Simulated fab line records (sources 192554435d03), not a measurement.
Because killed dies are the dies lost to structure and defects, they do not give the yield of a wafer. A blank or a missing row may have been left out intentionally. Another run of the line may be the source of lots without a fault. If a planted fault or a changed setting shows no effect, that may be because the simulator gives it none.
Chamber matching || flow n5 finfet || N5_BEOL_M10_DESCUM_33 on rie diel-06 has 4 sister chambers
The step chemistry O2, time 7.9 s. 8 wafers are shown with their chamber, then 10 later ones without.

## WAFERS, EACH WITH ITS CHAMBER
{"wafer": "L086.2", "chamber": 3, "drypump motor current A (A)": 6.6, "throttle valve pct (%)": 20.9}
{"wafer": "L086.5", "chamber": 0, "drypump motor current A (A)": 5.0, "throttle valve pct (%)": 20.1}
{"wafer": "L089.6", "chamber": 2, "drypump motor current A (A)": 6.4, "throttle valve pct (%)": 20.8}
{"wafer": "L088.2", "chamber": 1, "drypump motor current A (A)": 5.1, "throttle valve pct (%)": 20.1}
{"wafer": "L088.5", "chamber": 2, "drypump motor current A (A)": 6.5, "throttle valve pct (%)": 20.9}
{"wafer": "L088.6", "chamber": 1, "drypump motor current A (A)": 5.1, "throttle valve pct (%)": 20.1}
{"wafer": "L091.2", "chamber": 0, "drypump motor current A (A)": 5.0, "throttle valve pct (%)": 20.1}
{"wafer": "L091.5", "chamber": 3, "drypump motor current A (A)": 6.6, "throttle valve pct (%)": 20.5}

## WAFERS WITH NO CHAMBER GIVEN
{"wafer": "L091.6", "drypump motor current A (A)": 6.5, "throttle valve pct (%)": 20.8}
{"wafer": "L094.1", "drypump motor current A (A)": 5.0, "throttle valve pct (%)": 20.2}
{"wafer": "L094.4", "drypump motor current A (A)": 5.1, "throttle valve pct (%)": 20.1}
{"wafer": "L094.5", "drypump motor current A (A)": 5.0, "throttle valve pct (%)": 20.2}
{"wafer": "L092.4", "drypump motor current A (A)": 5.1, "throttle valve pct (%)": 20.1}
{"wafer": "L092.5", "drypump motor current A (A)": 6.5, "throttle valve pct (%)": 20.9}
{"wafer": "L092.6", "drypump motor current A (A)": 6.6, "throttle valve pct (%)": 20.5}
{"wafer": "L096.3", "drypump motor current A (A)": 5.0, "throttle valve pct (%)": 20.2}
{"wafer": "L096.4", "drypump motor current A (A)": 6.4, "throttle valve pct (%)": 20.9}
{"wafer": "L096.6", "drypump motor current A (A)": 5.0, "throttle valve pct (%)": 20.2}

## CHAMBER TAKEN BY EACH
{"wafer": "L091.6", "from the rows above": "can't be placed: 2 or 3", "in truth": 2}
{"wafer": "L094.1", "from the rows above": 0, "in truth": 0}
{"wafer": "L094.4", "from the rows above": 1, "in truth": 1}
{"wafer": "L094.5", "from the rows above": 0, "in truth": 0}
{"wafer": "L092.4", "from the rows above": 1, "in truth": 1}
{"wafer": "L092.5", "from the rows above": "can't be placed: 2 or 3", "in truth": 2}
{"wafer": "L092.6", "from the rows above": 3, "in truth": 3}
{"wafer": "L096.3", "from the rows above": 0, "in truth": 0}
{"wafer": "L096.4", "from the rows above": 2, "in truth": 2}
{"wafer": "L096.6", "from the rows above": 0, "in truth": 0}
Placed correctly: 8 of 10. From these rows, 2 cannot be placed; in 2 the true chamber is one of the candidates. Wrongly placed: 0.
How it was worked out, from the rows above alone: a wafer's distance from a chamber is the root of the sum, over the readings, of the square of ((its reading less the chamber's mean) divided by the reading's scatter). The wafer belongs to the nearest chamber; if the next one is less than 2 further off, it can't be placed. The mean given for a chamber averages the wafers shown for that chamber. How the scatter is found: for the shown wafers, subtract from each reading the mean of its chamber, square and add these, divide the total by (wafers less chambers), then take the root.
